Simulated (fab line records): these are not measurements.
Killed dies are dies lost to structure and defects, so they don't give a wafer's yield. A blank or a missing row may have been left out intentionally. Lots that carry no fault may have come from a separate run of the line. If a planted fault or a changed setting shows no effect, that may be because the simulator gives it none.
Split-lot trial | flow n5Finfet | on a route of 1938 steps: 7 lots, 21 wafers read

== THE SPLIT ITSELF ==
At N5_BEOL_M10_TRENCH_ETCH_37 (etches SiCOH lowk in C4F6/O2, target depth 148.83 nm, time 48 s), the setting biasW was moved away from the recipe's 185 W on 8 of the 21 wafers read, by -13.6% to +14.3%. The other wafers ran this setting at the recipe's value.

Reading taken at the split's own step.

== THE READING ==
rfVppV, in V, at N5_BEOL_M10_TRENCH_ETCH_37 (etches SiCOH lowk in C4F6/O2, target depth 148.83 nm, time 48 s). On this fab line, fault-free wafers typically give 662 V with a standard deviation of 21 V.

wafer  | tool, chamber at the split | biasW as run, W | against the recipe | rfVppV, V | against lot-mates on the recipe
L075.2 | rieDiel-05, 3              | 185             | recipe             | 713       | -
L075.4 | rieDiel-05, 0              | 159.8           | -13.6%             | 584       | -129
L075.6 | rieDiel-05, 0              | 159.8           | -13.6%             | 584       | -129
L085.2 | rieDiel-05, 0              | 185             | recipe             | 655       | -
L085.3 | rieDiel-05, 2              | 185             | recipe             | 691       | -
L085.5 | rieDiel-05, 3              | 185             | recipe             | 714       | -
L087.1 | rieDiel-06, 1              | 185             | recipe             | 646       | -
L087.2 | rieDiel-06, 2              | 202.7           | +9.6%              | 717       | +68
L087.3 | rieDiel-06, 3              | 185             | recipe             | 652       | -
L092.2 | rieDiel-01, 0              | 197.2           | +6.6%              | 685       | +42
L092.5 | rieDiel-01, 1              | 185             | recipe             | 637       | -
L092.6 | rieDiel-01, 3              | 185             | recipe             | 650       | -
L093.1 | rieDiel-05, 0              | 211.5           | +14.3%             | 730       | +32
L093.4 | rieDiel-05, 1              | 185             | recipe             | 698       | -
L093.6 | rieDiel-05, 2              | 211.5           | +14.3%             | 765       | +67
L097.1 | rieDiel-06, 1              | 168             | -9.2%              | 600       | -50
L097.2 | rieDiel-06, 0              | 168             | -9.2%              | 612       | -38
L097.4 | rieDiel-06, 3              | 185             | recipe             | 650       | -
L094.2 | rieDiel-06, 2              | 185             | recipe             | 666       | -
L094.4 | rieDiel-06, 1              | 185             | recipe             | 650       | -
L094.6 | rieDiel-06, 0              | 185             | recipe             | 661       | -

THE FIT
A straight line over all 21 wafers: rfVppV changes by +5.79 V for each +1% of biasW; r = +0.89; the points scatter about the line by 23 V.
The same after taking each lot's own level away (the mean of its wafers on the recipe; 21 wafers): +6.14 V for each +1%; r = +0.90; scatter 22 V.
According to that fit, moving biasW by its largest amount changes the reading by 88 V.
The span of the lots' own levels, 643.5 to 713.0 V, comes to 3.3 times the standard deviation stated above.
The two slopes agree, so the slope changes little with the lot-to-lot level.
Check: for one of the wafers moved furthest among these (+14.3%), held out of the fit, the line's prediction against its lot-mates is +97.1 V. Against them it came out at +32 V.
Tool readings at the split's step, against how far the setting was moved: rfVppV r = +0.89.

== THE OTHER SPLITS THESE WAFERS WENT THROUGH ==
Other splits were also applied to these wafers ahead of the reading. Each is held against what the fit with the lots' levels taken away leaves over:
other split on the same wafers  | wafers away from the commonest value | r with rfVppV (lot level and that fit taken away)
N5_BEOL_M8_TRENCH_ETCH_37 timeS | 6                                    | +0.11
N5_BEOL_M9_EXPOSE_25 doseMj     | 8                                    | -0.18
N5_BEOL_M10_COAT_60 spinRpm     | 7                                    | +0.08
N5_BEOL_M10_EXPOSE_08 doseMj    | 10                                   | -0.12

== THE FILE'S OWN FIT ==
rfVppV changes by +6.22 V for each +1% of biasW, r = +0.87.
